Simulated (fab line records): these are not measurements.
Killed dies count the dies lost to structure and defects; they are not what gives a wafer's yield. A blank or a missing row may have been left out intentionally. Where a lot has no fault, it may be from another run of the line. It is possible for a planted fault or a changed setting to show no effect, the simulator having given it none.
fab line records	flow n5-finfet
record lots=7	wafers=21	last-day=17
route steps=1938 shown BEOL_M5@1186 BEOL_M6@1194
lots that met no fault: from a run of the same line without faults
start-h: start of the lot's first displayed wafer, in hours after the record's first day	wait-h: hours elapsed since this lot's preceding step	" repeats the value in the row above	L1.1+2: a row that stands for several wafers	- no value, or no start given	* or withheld: withheld	< > ~ a bound
route shown NAME@n: NAME is a module with steps in the file, n the number in the route of the first one	usual: mean/standard deviation of fault-free wafers	same: alike in all rows	chamber/n: place in a boat	sites: per-site readings	_std_site: the values' standard deviation	_edge_site: inner sites' mean taken away from outer sites' mean	radius-mm: how far each site lies from the wafer's centre	mask NAME#n: copy n	behind: the last tool/chamber to shape the wafer	hold: what put the lot on hold/how long, in hours/how the hold closed	device: which transistor (n, p or np) failed to switch	end of line: the route-end tests of the same wafers	where a step has no rows: the recipe by itself	killed: the dies lost at the first sort to structure and to defects; this is not the yield of the wafer	map: a wafer's dies, x killed, . not, _ none there
set.NAME: the setting the step ran with; set.NAME@STEP: the setting that earlier step ran with	model.NAME: the simulator's own value behind a step, which no gauge read
lots at some steps of the route; a table a step, a row a wafer
services: from which hour (start-h, from the record's first day; less than 0 if before it) a tool's chamber was out of use, for how many hours, and why
## steps
# step N5_BEOL_M5_CMP_52
# recipe stop-on=SiCOH_lowk	t-overpolish-s=6.9	down-force-psi=1	platen-rpm=50	clearing-platen-down-force-psi=1.5	clearing-platen-rpm=50	post-cmp-clean=cu-alkaline	target-thk-nm=62	clearing-platen-pad-velocity-m-s=0.99484	pad-velocity-m-s=0.99484
# step N5_BEOL_M5_THK_MEAS_53
# recipe thk-meas-gauge=xrf	reads=Cu_of_BEOL_M5_ECD_50
# usual M5_THK=63.1/1.4
lot.wafer	tool	chamber	start-h	wait-h	M5_THK[nm]
L876.3	film-metro-02	-	192.39	-	63.5
L876.5	"	-	"	"	63.8
L876.6	"	-	"	"	65.5
L880.1	film-metro-02	-	219.55	-	62.3
L880.3	"	-	"	"	63.1
L880.4	"	-	"	"	62.0
L881.3	film-metro-01	-	220.87	-	64.9
L881.4	"	-	"	"	66.1
L881.5	"	-	"	"	64.4
L882.1	film-metro-01	-	227.66	-	63.4
L882.3	"	-	"	"	63.6
L882.4	"	-	"	"	64.2
L890.2	film-metro-01	-	290.22	-	65.9
L890.4	"	-	"	"	64.0
L890.6	"	-	"	"	64.0
L892.4	film-metro-02	-	291.65	-	63.2
L892.5	"	-	"	"	62.4
L892.6	"	-	"	"	64.8
L896.1	film-metro-01	-	309.07	-	63.0
L896.3	"	-	"	"	61.5
L896.5	"	-	"	"	62.1
# step N5_BEOL_M5_PRE_CLEAN_77
# recipe gas=NH3/H2	time-s=15	temp-c=*	rf-power-w=300
# step N5_BEOL_M5_CO_CAP_78
# recipe material=Co	target-thk-a=20	temp-c=200	precursor=CCTBA/H2	pressure-torr=30	time-s=102.1
# usual heater-power-w=229/21
lot.wafer	tool	chamber	start-h	wait-h	heater-power-w	since-wet-clean-h
L876.3	cvd-co-02	0	192.47	0.0	227	952
L876.5	"	1	"	"	204	-
L876.6	"	0	"	"	222	-
L880.1	cvd-co-02	1	219.65	0.0	203	73
L880.3	"	1	"	"	207	-
L880.4	"	0	"	"	220	-
L881.3	cvd-co-01	2	220.95	0.0	222	303
L881.4	"	2	"	"	221	-
L881.5	"	1	"	"	269	-
L882.1	cvd-co-01	2	227.73	0.0	224	310
L882.3	"	0	"	"	219	769
L882.4	"	2	"	"	219	-
L890.2	cvd-co-02	2	290.29	0.0	234	591
L890.4	"	2	"	"	233	-
L890.6	"	1	"	"	202	-
L892.4	cvd-co-02	2	291.76	0.0	236	-
L892.5	"	1	"	"	206	-
L892.6	"	0	"	"	224	-
L896.1	cvd-co-02	1	309.15	0.0	208	163
L896.3	"	2	"	"	234	610
L896.5	"	1	"	"	203	-
# step N5_BEOL_M5_PRE_CLEAN_55
# recipe gas=NH3	time-s=15	temp-c=withheld	rf-power-w=300
# step N5_BEOL_M5_DEP_56
# recipe material=SiCN	target-thk-a=80	temp-c=withheld	precursor=3MS/NH3	pressure-torr=3	rf-w=202	time-s=14
# usual chamber-pressure-Torr=2.999/0.0069	rf-fwd-power-W=199.3/0.82	showerhead-plenum-p-Torr=3.667/0.01	throttle-valve-pct=9.0/0.57
lot.wafer	tool	chamber	start-h	wait-h	chamber-pressure-Torr	rf-fwd-power-W	showerhead-plenum-p-Torr	since-wet-clean-h	throttle-valve-pct
L876.3	pecvd-03	2	192.58	0.0	3.002	199.4	3.672	142	9.2
L876.5	"	2	"	"	3.008	198.6	3.679	-	9.3
L876.6	"	1	"	"	2.997	198.1	3.665	-	9.3
L880.1	pecvd-01	2	219.80	0.0	3.001	199.4	3.681	532	8.9
L880.3	"	1	"	"	3.019	198.4	3.677	2011	9.0
L880.4	"	1	"	"	2.999	198.6	3.675	-	9.2
L881.3	pecvd-02	1	221.09	0.0	2.998	198.9	3.672	-	9.7
L881.4	"	0	"	"	2.988	199.4	3.649	-	9.3
L881.5	"	1	"	"	2.999	199.3	3.665	-	9.6
L882.1	pecvd-02	0	227.86	0.0	3.000	199.2	3.646	750	9.6
L882.3	"	0	"	"	3.003	197.8	3.659	-	9.6
L882.4	"	1	"	"	3.001	199.9	3.675	-	9.7
L890.2	pecvd-02	2	290.41	0.0	2.992	199.6	3.655	59	8.1
L890.4	"	1	"	"	2.994	200.8	3.662	-	9.4
L890.6	"	0	"	"	2.996	199.6	3.664	-	9.7
L892.4	pecvd-02	2	291.86	0.0	2.995	198.8	3.668	-	8.2
L892.5	"	0	"	"	2.999	198.4	3.659	-	9.6
L892.6	"	1	"	"	3.001	199.5	3.670	-	9.6
L896.1	pecvd-01	0	309.26	0.0	3.005	198.9	3.671	1376	8.6
L896.3	"	2	"	"	3.000	199.8	3.677	622	8.5
L896.5	"	2	"	"	3.000	200.0	3.684	-	8.4
# step N5_BEOL_M5_RS_MEAS_57
# recipe thk-meas-gauge=four-point-probe	reads=Co_of_BEOL_M5_CO_CAP_78+Cu_of_BEOL_M5_ECD_50+Co_of_BEOL_M5_CVD_47+TaN_of_BEOL_M5_ALD_86
# usual M5_RS=0.388/0.011
lot.wafer	tool	chamber	start-h	wait-h	M5_RS[ohm/sq]
L876.3	film-metro-02	-	192.65	0.1	0.384
L876.5	"	-	"	"	0.382
L876.6	"	-	"	"	0.372
L880.1	film-metro-02	-	219.86	0.0	0.391
L880.3	"	-	"	"	0.386
L880.4	"	-	"	"	0.396
L881.3	film-metro-02	-	221.16	0.1	0.374
L881.4	"	-	"	"	0.366
L881.5	"	-	"	"	0.379
L882.1	film-metro-01	-	227.95	0.1	0.387
L882.3	"	-	"	"	0.387
L882.4	"	-	"	"	0.379
L890.2	film-metro-01	-	290.48	0.1	0.374
L890.4	"	-	"	"	0.385
L890.6	"	-	"	"	0.387
L892.4	film-metro-02	-	291.92	0.0	0.389
L892.5	"	-	"	"	0.392
L892.6	"	-	"	"	0.376
L896.1	film-metro-02	-	309.33	0.0	0.390
L896.3	"	-	"	"	0.404
L896.5	"	-	"	"	0.397
# step N5_BEOL_M5_INSPECT_58
# recipe inspect-instrument=darkfield	mode=post-dep
# usual raw-defect-count=71/24
lot.wafer	tool	chamber	start-h	wait-h	raw-defect-count
L876.3	defect-inspect-01	-	192.68	0.0	78
L876.5	"	-	"	"	62
L876.6	"	-	"	"	87
L880.1	defect-inspect-01	-	219.89	0.0	69
L880.3	"	-	"	"	83
L880.4	"	-	"	"	54
L881.3	defect-inspect-01	-	221.19	0.0	65
L881.4	"	-	"	"	58
L881.5	"	-	"	"	67
L882.1	defect-inspect-01	-	227.97	0.0	186
L882.3	"	-	"	"	98
L882.4	"	-	"	"	86
L890.2	defect-inspect-01	-	290.50	0.0	107
L890.4	"	-	"	"	70
L890.6	"	-	"	"	112
L892.4	defect-inspect-01	-	291.94	0.0	32
L892.5	"	-	"	"	51
L892.6	"	-	"	"	58
L896.1	defect-inspect-01	-	309.35	0.0	91
L896.3	"	-	"	"	54
L896.5	"	-	"	"	76
# step N5_BEOL_M6_ILD_DEP_00
# recipe material=SiCOH_lowk	target-thk-a=1797.5	temp-c=300	precursor=DEMS/porogen	pressure-torr=5	rf-w=500	time-s=33.4
# step N5_BEOL_M6_CURE_74
# recipe temp-c=385	time-s=240	ambient=He/Ar	material=SiCOH_lowk
# usual lamp-power-pct=52.31/0.052	wafer_temp_C_max=387.0/0.61
lot.wafer	tool	chamber	start-h	wait-h	lamp-power-pct	wafer_temp_C_max
L876.3	uv-cure-02	2	192.95	0.2	52.42	388.3
L876.5	"	2	"	"	52.35	388.6
L876.6	"	2	"	"	52.29	389.0
L880.1	uv-cure-02	2	220.01	0.1	52.31	387.8
L880.3	"	2	"	"	52.21	387.8
L880.4	"	2	"	"	52.32	387.4
L881.3	uv-cure-03	0	221.45	0.2	52.37	386.9
L881.4	"	0	"	"	52.29	387.5
L881.5	"	0	"	"	52.29	387.3
L882.1	uv-cure-02	1	228.07	0.0	52.27	387.4
L882.3	"	1	"	"	52.25	387.5
L882.4	"	1	"	"	52.28	387.5
L890.2	uv-cure-02	2	290.76	0.2	52.31	387.9
L890.4	"	2	"	"	52.34	387.7
L890.6	"	2	"	"	52.33	387.2
L892.4	uv-cure-02	2	292.52	0.5	52.25	388.0
L892.5	"	2	"	"	52.24	388.1
L892.6	"	2	"	"	52.36	388.2
L896.1	uv-cure-01	0	309.79	0.4	52.30	386.4
L896.3	"	0	"	"	52.31	387.4
L896.5	"	0	"	"	52.39	386.8
# step N5_BEOL_M6_THK_MEAS_01
# recipe reads=SiCOH_lowk_of_BEOL_M6_ILD_DEP_00
# usual M6_ILD_THK=155.4/2
lot.wafer	tool	chamber	start-h	wait-h	M6_ILD_THK[nm]
L876.3	film-metro-01	-	193.30	0.3	152.3
L876.5	"	-	"	"	154.1
L876.6	"	-	"	"	154.9
L880.1	film-metro-02	-	221.01	0.8	154.9
L880.3	"	-	"	"	157.3
L880.4	"	-	"	"	153.8
L881.3	film-metro-02	-	221.80	0.3	150.7
L881.4	"	-	"	"	156.8
L881.5	"	-	"	"	155.2
L882.1	film-metro-02	-	230.03	1.6	154.6
L882.3	"	-	"	"	156.1
L882.4	"	-	"	"	156.7
L890.2	film-metro-01	-	291.60	0.7	154.1
L890.4	"	-	"	"	156.9
L890.6	"	-	"	"	156.8
L892.4	film-metro-01	-	293.04	0.4	155.8
L892.5	"	-	"	"	156.0
L892.6	"	-	"	"	155.6
L896.1	film-metro-02	-	310.31	0.4	154.2
L896.3	"	-	"	"	153.9
L896.5	"	-	"	"	155.0
# step N5_BEOL_M6_PECVD_70
# recipe material=SiO2	target-thk-a=200	temp-c=400	precursor=TEOS/O2	pressure-torr=5.5	rf-w=450	teos-flow-sccm=53.8	gas=O2	flow-sccm=3000	time-s=22.7
# step N5_BEOL_M6_HM_DEP_02
# recipe material=TiN	target-thk-a=200	temp-c=25	chamber-pressure-pa=0.49996
# usual chamber-pressure-pa=0.5000/0.001	substrate-temp-c=25.01/0.11	throttle-valve-pct=29.9/1.1
lot.wafer	tool	chamber	start-h	wait-h	chamber-pressure-pa	substrate-temp-c	throttle-valve-pct
L876.3	pvd-sputter-03	-	194.51	1.1	0.4999	24.93	28.9
L876.5	"	-	"	"	0.4971	24.91	28.0
L876.6	"	-	"	"	0.4996	24.98	31.4
L880.1	pvd-sputter-02	-	222.47	1.4	-	-	-
L880.3	"	-	"	"	-	-	-
L880.4	"	-	"	"	-	-	-
L881.3	pvd-sputter-02	-	222.69	0.8	-	-	-
L881.4	"	-	"	"	-	-	-
L881.5	"	-	"	"	-	-	-
L882.1	pvd-sputter-01	-	230.14	0.1	-	-	-
L882.3	"	-	"	"	-	-	-
L882.4	"	-	"	"	-	-	-
L890.2	pvd-sputter-01	-	292.02	0.4	0.5014	25.03	29.9
L890.4	"	-	"	"	0.5010	25.09	30.5
L890.6	"	-	"	"	0.5018	25.07	29.9
L892.4	pvd-sputter-01	-	294.93	1.8	0.5022	24.88	30.8
L892.5	"	-	"	"	0.5018	24.95	30.8
L892.6	"	-	"	"	0.5007	24.96	30.3
L896.1	pvd-sputter-01	-	310.89	0.5	0.4998	24.92	29.8
L896.3	"	-	"	"	0.4995	24.97	31.0
L896.5	"	-	"	"	0.5003	25.18	29.7
# step N5_BEOL_M6_COAT_59
# recipe resist=SOC	temp-c=250	time-s=60	spin-rpm=1500	resist-thk-nm=100
# step N5_BEOL_M6_COAT_60
# recipe resist=SiARC	temp-c=220	time-s=60	spin-rpm=1500	resist-thk-nm=35
# step N5_BEOL_M6_COAT_05
# recipe resist=CAR-ArF	spin-rpm=1500	resist-thk-nm=90
# step N5_BEOL_M6_EBR_07
# recipe solvent=PGMEA	ebr-width-mm=1.5
# step N5_BEOL_M6_SOFTBAKE_06
# recipe temp-c=110	time-s=60	resist=CAR-ArF
# step N5_BEOL_M6_EXPOSE_08
# recipe mask-id=M6	na=1.35	source-shape=dipole	sigma-inner=0.817	sigma-outer=0.97	polarization=te	dose-mj=68.25
# step N5_BEOL_M6_PEB_09
# recipe peb-temp-c=withheld	peb-time-s=60	resist=CAR-ArF
# step N5_BEOL_M6_DEVELOP_10
# recipe develop-time-s=30	developer=TMAH	resist=CAR-ArF	rinse-liquid=diw	dry=air-spin	dev-temp-c=23
# step N5_BEOL_M6_CD_MEAS_11
# recipe target-cd-nm=38.5	landing-energy-ev=500	detector=se-inlens	polarity=opening
# usual cd-nm=38.5/0.45
lot.wafer	tool	chamber	start-h	wait-h	cd-nm
L876.3	cd-sem-01	0	195.01	-	38.2
L876.5	"	0	"	"	38.3
L876.6	"	0	"	"	38.5
L880.1	cd-sem-02	0	222.97	-	39.3
L880.3	"	0	"	"	38.8
L880.4	"	0	"	"	39.5
L881.3	cd-sem-02	0	223.19	-	38.1
L881.4	"	0	"	"	38.2
L881.5	"	0	"	"	38.7
L882.1	cd-sem-02	0	230.64	-	38.4
L882.3	"	0	"	"	38.0
L882.4	"	0	"	"	37.9
L890.2	cd-sem-01	0	292.52	-	38.6
L890.4	"	0	"	"	38.9
L890.6	"	0	"	"	38.1
L892.4	cd-sem-02	0	295.43	-	39.0
L892.5	"	0	"	"	39.5
L892.6	"	0	"	"	39.2
L896.1	cd-sem-01	0	311.38	-	37.9
L896.3	"	0	"	"	37.9
L896.5	"	0	"	"	38.1
# step N5_BEOL_M6_OVL_MEAS_12
# recipe points-per-wafer=44
# usual M6_OVL=-0.1/0.88
lot.wafer	tool	chamber	start-h	wait-h	M6_OVL[nm]
L876.3	overlay-01	0	195.03	0.0	-2.4
L876.5	"	0	"	"	-0.8
L876.6	"	0	"	"	-1.0
L880.1	overlay-01	0	223.00	0.0	0.4
L880.3	"	0	"	"	-0.3
L880.4	"	0	"	"	0.1
L881.3	overlay-01	0	223.22	0.0	0.9
L881.4	"	0	"	"	0.5
L881.5	"	0	"	"	1.5
L882.1	overlay-01	0	230.67	0.0	-1.0
L882.3	"	0	"	"	-1.0
L882.4	"	0	"	"	-0.6
L890.2	overlay-01	0	292.55	0.0	1.8
L890.4	"	0	"	"	1.3
L890.6	"	0	"	"	0.2
L892.4	overlay-02	0	295.46	0.0	0.6
L892.5	"	0	"	"	-0.4
L892.6	"	0	"	"	0.0
L896.1	overlay-01	0	311.41	0.0	0.7
L896.3	"	0	"	"	1.0
L896.5	"	0	"	"	0.5
# step N5_BEOL_M6_INSPECT_13
# recipe mode=adi	inspect-instrument=brightfield
# usual raw-defect-count=388/84
lot.wafer	tool	chamber	start-h	wait-h	raw-defect-count
L876.3	defect-inspect-02	-	195.06	0.0	384
L876.5	"	-	"	"	341
L876.6	"	-	"	"	445
L880.1	defect-inspect-01	-	223.02	0.0	302
L880.3	"	-	"	"	264
L880.4	"	-	"	"	224
L881.3	defect-inspect-02	-	223.24	0.0	218
L881.4	"	-	"	"	228
L881.5	"	-	"	"	224
L882.1	defect-inspect-01	-	230.70	0.0	366
L882.3	"	-	"	"	276
L882.4	"	-	"	"	244
L890.2	defect-inspect-01	-	292.58	0.0	453
L890.4	"	-	"	"	383
L890.6	"	-	"	"	451
L892.4	defect-inspect-01	-	295.49	0.0	213
L892.5	"	-	"	"	283
L892.6	"	-	"	"	378
L896.1	defect-inspect-02	-	311.44	0.0	358
L896.3	"	-	"	"	292
L896.5	"	-	"	"	289
# step N5_BEOL_M6_DESCUM_16
# recipe chemistry=O2	time-s=7.9	source-power-w=50	bias-power-w=20	pressure-mtorr=20	rf-frequency-hz=2.712e+07	temp-c=40	resist=CAR-ArF	o2-flow-sccm=225
# step N5_BEOL_M6_ETCH_61
# recipe chemistry=CF4	target=SiARC	target-depth-a=455	mask-material=CAR-ArF	time-s=75.8	ion-energy-ev=80	pressure-mtorr=40	source-w=545	bias-w=36	Ar_flow_sccm=100	cf4-flow-sccm=100	ends=cleared
# step N5_BEOL_M6_ETCH_62
# recipe chemistry=N2/H2	target=SOC	target-depth-a=1100	overetch-a=220	mask-material=SiARC	temp-c=40	time-s=165	ion-energy-ev=200	pressure-mtorr=30	source-w=840	bias-w=150	n2-flow-sccm=200	h2-flow-sccm=200
# usual chamber-pressure-mTorr=29.999/0.029	drypump-motor-current-A=5.7/0.54	oes-product-au=0.68/0.075	rf-vpp-V=524.0/2.6	showerhead-plenum-p-Torr=2.55/0.089	throttle-valve-pct=17.81/0.16
lot.wafer	tool	chamber	start-h	wait-h	chamber-pressure-mTorr	drypump-motor-current-A	oes-product-au	rf-hours-counter-h	rf-vpp-V	showerhead-plenum-p-Torr	throttle-valve-pct
L876.3	rie-diel-06	0	195.18	0.0	29.959	5.6	0.64	146	528.3	2.65	17.95
L876.5	"	1	"	"	30.020	5.4	0.59	-	523.1	2.51	17.92
L876.6	"	0	"	"	29.988	5.5	0.64	-	526.9	2.65	17.94
L880.1	rie-diel-01	2	223.44	0.0	29.979	5.5	0.60	193	524.0	2.52	17.75
L880.3	"	1	"	"	30.024	4.9	0.74	39	521.3	2.48	17.55
L880.4	"	3	"	"	29.987	5.8	0.74	48	525.2	2.59	17.71
L881.3	rie-diel-04	3	223.47	0.0	29.989	5.7	0.62	207	520.4	2.41	17.67
L881.4	"	2	"	"	29.988	6.5	0.76	28	528.7	2.71	17.83
L881.5	"	0	"	"	30.013	5.6	0.83	-	521.2	2.51	17.85
L882.1	rie-diel-01	3	230.82	0.0	30.042	5.8	0.74	50	522.8	2.59	17.70
L882.3	"	0	"	"	29.972	5.3	0.77	28	524.6	2.61	18.02
L882.4	"	1	"	"	29.984	4.9	0.74	42	521.9	2.48	17.56
L890.2	rie-diel-04	0	292.70	0.0	29.955	5.6	0.76	26	522.0	2.50	17.92
L890.4	"	2	"	"	29.983	6.6	0.73	-	527.4	2.70	17.88
L890.6	"	3	"	"	30.041	5.6	0.60	-	521.0	2.40	17.71
L892.4	rie-diel-06	2	295.68	0.1	29.972	5.4	0.73	-	523.5	2.48	17.66
L892.5	"	0	"	"	30.024	5.5	0.62	-	526.9	2.63	18.04
L892.6	"	3	"	"	29.972	6.9	0.61	-	525.1	2.62	17.90
L896.1	rie-diel-06	0	311.56	0.0	30.043	5.5	0.61	195	526.9	2.63	18.02
L896.3	"	2	"	"	30.003	5.4	0.72	55	521.2	2.48	17.67
L896.5	"	0	"	"	29.986	5.5	0.60	-	525.3	2.63	18.02
# step N5_BEOL_M6_STRIP_68
# recipe chemistry=N2/H2	temp-c=40	n2-flow-sccm=200	h2-flow-sccm=200	rf-frequency-hz=6e+07
# step N5_BEOL_M6_STRIP_67
# recipe chemistry=CF4	resist=SiARC	power-w=300	bias-power-w=75	pressure-mtorr=50	cf4-flow-sccm=150	rf-frequency-hz=6e+07
# usual bias-power-w=75.02/0.22	chamber-pressure-mTorr=50.00/0.052	drypump-motor-current-A=5.7/0.54	oes-product-au=0.81/0.089	rf-vpp-V=271.2/1.5	showerhead-plenum-p-Torr=1.80/0.056	throttle-valve-pct=13.55/0.17
lot.wafer	tool	chamber	start-h	wait-h	bias-power-w	chamber-pressure-mTorr	drypump-motor-current-A	oes-product-au	rf-hours-counter-h	rf-vpp-V	showerhead-plenum-p-Torr	throttle-valve-pct
L876.3	rie-diel-06	0	195.33	0.0	74.93	50.04	5.5	0.75	146	271.8	1.87	13.75
L876.5	"	1	"	"	75.07	50.02	5.3	0.69	-	270.4	1.77	13.75
L876.6	"	0	"	"	75.01	49.98	5.5	0.75	-	271.4	1.87	13.75
L880.1	rie-diel-01	2	223.59	0.0	74.78	49.97	5.5	0.72	193	270.5	1.78	13.56
L880.3	"	1	"	"	74.90	49.89	4.8	0.88	39	270.7	1.76	13.26
L880.4	"	3	"	"	74.99	50.07	5.8	0.88	48	272.7	1.82	13.44
L881.3	rie-diel-04	3	223.62	0.0	75.17	50.02	5.6	0.74	207	268.7	1.71	13.53
L881.4	"	2	"	"	75.04	49.99	6.5	0.90	28	272.9	1.90	13.42
L881.5	"	0	"	"	75.07	50.07	5.6	0.97	-	269.9	1.76	13.49
L882.1	rie-diel-01	3	230.97	0.0	74.97	50.07	5.8	0.87	50	270.5	1.82	13.43
L882.3	"	0	"	"	75.00	50.05	5.3	0.90	28	270.9	1.83	13.65
L882.4	"	1	"	"	74.84	49.93	4.9	0.87	42	270.4	1.76	13.27
L890.2	rie-diel-04	0	292.85	0.0	75.26	50.00	5.6	0.89	26	268.8	1.76	13.54
L890.4	"	2	"	"	75.13	50.03	6.5	0.86	-	273.3	1.89	13.50
L890.6	"	3	"	"	74.63	50.03	5.6	0.71	-	269.7	1.71	13.58
L892.4	rie-diel-06	2	295.77	0.0	74.88	49.87	5.4	0.87	-	268.6	1.75	13.41
L892.5	"	0	"	"	75.38	50.04	5.5	0.72	-	272.9	1.86	13.83
L892.6	"	3	"	"	75.09	50.13	6.8	0.71	-	271.2	1.84	13.76
L896.1	rie-diel-06	0	311.71	0.0	75.10	49.95	5.5	0.71	195	273.0	1.85	13.85
L896.3	"	2	"	"	74.88	50.01	5.4	0.86	55	270.9	1.74	13.41
L896.5	"	0	"	"	75.20	50.00	5.5	0.72	-	270.8	1.85	13.86
# step N5_BEOL_M6_HM_OPEN_17
# recipe chemistry=Cl2/BCl3	target-depth-a=200	overetch-a=60	target=TiN	mask-material=SOC	ion-energy-ev=150	pressure-mtorr=10	icp-w=1000	bias-w=126	Cl2_flow_sccm=53.25	bcl3-flow-sccm=21.75	Ar_flow_sccm=25
# usual chamber-pressure-mTorr=10.000/0.0089	drypump-motor-current-A=5.44/0.14	oes_ar_750_au=0.80/0.098	oes-product-au=0.68/0.085	throttle-valve-pct=22.18/0.19
lot.wafer	tool	chamber	start-h	wait-h	chamber-pressure-mTorr	drypump-motor-current-A	oes_ar_750_au	oes-product-au	rf-hours-counter-h	throttle-valve-pct	model.etch.depth-nm
L876.3	rie-metal-03	0	195.40	0.1	9.991	5.40	0.72	0.61	-	22.38	20.28
L876.5	"	0	"	"	10.000	5.40	0.71	0.61	-	22.38	20.27
L876.6	"	1	"	"	9.999	5.43	0.94	0.80	-	22.00	20.12
L880.1	rie-metal-01	1	223.63	0.0	10.002	5.40	0.69	0.26	80	22.81	0
L880.3	"	0	"	"	10.003	5.42	0.82	0.30	-	22.91	0
L880.4	"	1	"	"	9.995	5.43	0.69	0.26	-	22.83	0
L881.3	rie-metal-02	0	223.70	0.1	9.982	5.28	1.00	0.37	-	22.45	0
L881.4	"	1	"	"	9.992	5.77	0.81	0.31	-	23.01	0
L881.5	"	0	"	"	10.021	5.30	1.00	0.37	-	22.45	0
L882.1	rie-metal-01	1	231.01	0.0	10.005	5.40	0.69	0.26	81	22.85	0
L882.3	"	1	"	"	10.008	5.42	0.69	0.26	-	22.82	0
L882.4	"	0	"	"	9.999	5.41	0.82	0.31	-	22.91	0
L890.2	rie-metal-01	1	292.89	0.0	10.004	5.43	0.68	0.58	86	22.19	19.95
L890.4	"	1	"	"	10.000	5.42	0.68	0.59	-	22.20	20.2
L890.6	"	0	"	"	10.001	5.39	0.80	0.69	-	22.28	20.22
L892.4	rie-metal-02	0	295.83	0.1	10.001	5.31	0.92	0.80	-	21.79	20.18
L892.5	"	1	"	"	9.988	5.83	0.79	0.68	-	22.34	20.11
L892.6	"	0	"	"	10.004	5.30	0.92	0.80	-	21.82	20.31
L896.1	rie-metal-03	1	311.75	0.0	10.020	5.43	0.88	0.74	15	22.01	19.85
L896.3	"	0	"	"	9.999	5.36	0.70	0.58	-	22.42	19.9
L896.5	"	0	"	"	10.018	5.36	0.69	0.59	-	22.40	20.06
# step N5_BEOL_M6_STRIP_19
# recipe chemistry=O2	power-w=400	temp-c=40	pressure-mtorr=30	rf-frequency-hz=6e+07	bias-power-w=0	overash-fraction=0.2	o2-flow-sccm=225
# step N5_BEOL_M6_CD_MEAS_18
# recipe pitch-nm=80	target-cd-nm=40
# usual cd-nm=40.0/0.48
lot.wafer	tool	chamber	start-h	wait-h	cd-nm
L876.3	cd-sem-02	-	195.55	0.1	39.7
L876.5	"	-	"	"	40.1
L876.6	"	-	"	"	40.5
L880.1	cd-sem-01	-	223.81	0.0	-
L880.3	"	-	"	"	-
L880.4	"	-	"	"	-
L881.3	cd-sem-03	-	223.87	0.1	-
L881.4	"	-	"	"	-
L881.5	"	-	"	"	-
L882.1	cd-sem-02	-	231.19	0.0	-
L882.3	"	-	"	"	-
L882.4	"	-	"	"	-
L890.2	cd-sem-02	-	293.07	0.1	40.5
L890.4	"	-	"	"	40.4
L890.6	"	-	"	"	39.8
L892.4	cd-sem-01	-	296.04	0.0	40.4
L892.5	"	-	"	"	40.0
L892.6	"	-	"	"	40.1
L896.1	cd-sem-01	-	311.93	0.0	39.6
L896.3	"	-	"	"	39.3
L896.5	"	-	"	"	39.4
# step N5_BEOL_M6_COAT_63
# recipe resist=SOC	temp-c=250	time-s=60	spin-rpm=1500	resist-thk-nm=60
## services
tool	chamber	start-h	hours	kind
uv-cure-01	-	181.35	2.1	pm
rie-metal-03	-	198.00	1.4	pm
pecvd-02	2	202.38	-	clean
pecvd-02	2	202.38	-	consumable-replace:showerhead
uv-cure-02	-	203.98	4.5	repair
cvd-co-02	-	209.17	1.3	repair
rie-diel-04	1	217.32	5.2	repair
pecvd-01	2	232.62	4.2	repair
uv-cure-03	-	241.21	7.5	pm
rie-diel-06	1	242.35	55.8	repair
cvd-co-01	-	247.06	14.6	pm
pecvd-02	0	261.04	21.4	repair
rie-diel-04	0	265.68	8.2	repair
uv-cure-01	-	271.31	6.6	repair
rie-diel-06	2	272.24	7.4	repair
cvd-co-01	-	283.11	0.4	repair
pecvd-03	-	286.97	14.6	pm
uv-cure-01	-	287.85	6.0	pm
rie-diel-06	1	298.26	-	clean
rie-diel-06	1	298.26	-	consumable-replace:focus-ring
rie-diel-06	1	298.26	15.7	scheduled-down
rie-diel-06	1	298.26	15.7	vent-cycle
uv-cure-02	-	301.07	24.9	pm
rie-diel-04	2	302.97	9.8	repair
## key
first-sign step=N5_BEOL_M6_HM_DEP_02	reading=tool-record	direction=missing
effect step=N5_BEOL_M6_HM_OPEN_17	reading=oes-product-au	direction=down	sigmas=4.5	usual=0.68	struck=0.30
effect step=N5_BEOL_M6_CD_MEAS_18	reading=cd-nm	direction=missing
model-effect step=N5_BEOL_M6_HM_OPEN_17	value=etch.depth-nm	without=20.07	struck=0
met-at N5_BEOL_M6_HM_DEP_02
struck-wafers L880.1,L880.3,L880.4,L881.3,L881.4,L881.5,L882.1,L882.3,L882.4
later-rows-left-out L880.1,L880.3,L880.4,L881.3,L881.4,L881.5,L882.1,L882.3,L882.4
sort-left-out L880.1,L880.3,L880.4,L881.3,L881.4,L881.5,L882.1,L882.3,L882.4
fault kind=skipped-step-whole	tool=pvd-sputter-01,pvd-sputter-02	chamber=-	onset-h=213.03	steps=N5_BEOL_M6_HM_DEP_02	scope=struck-lots-only
# sort-left-out: the simulated sort isn't trusted on such a fault, so these wafers' sort isn't shown, and their yield isn't known
# later-rows-left-out: the simulator's readings of these wafers behind a module that went badly wrong aren't trusted and aren't shown, but for the sort
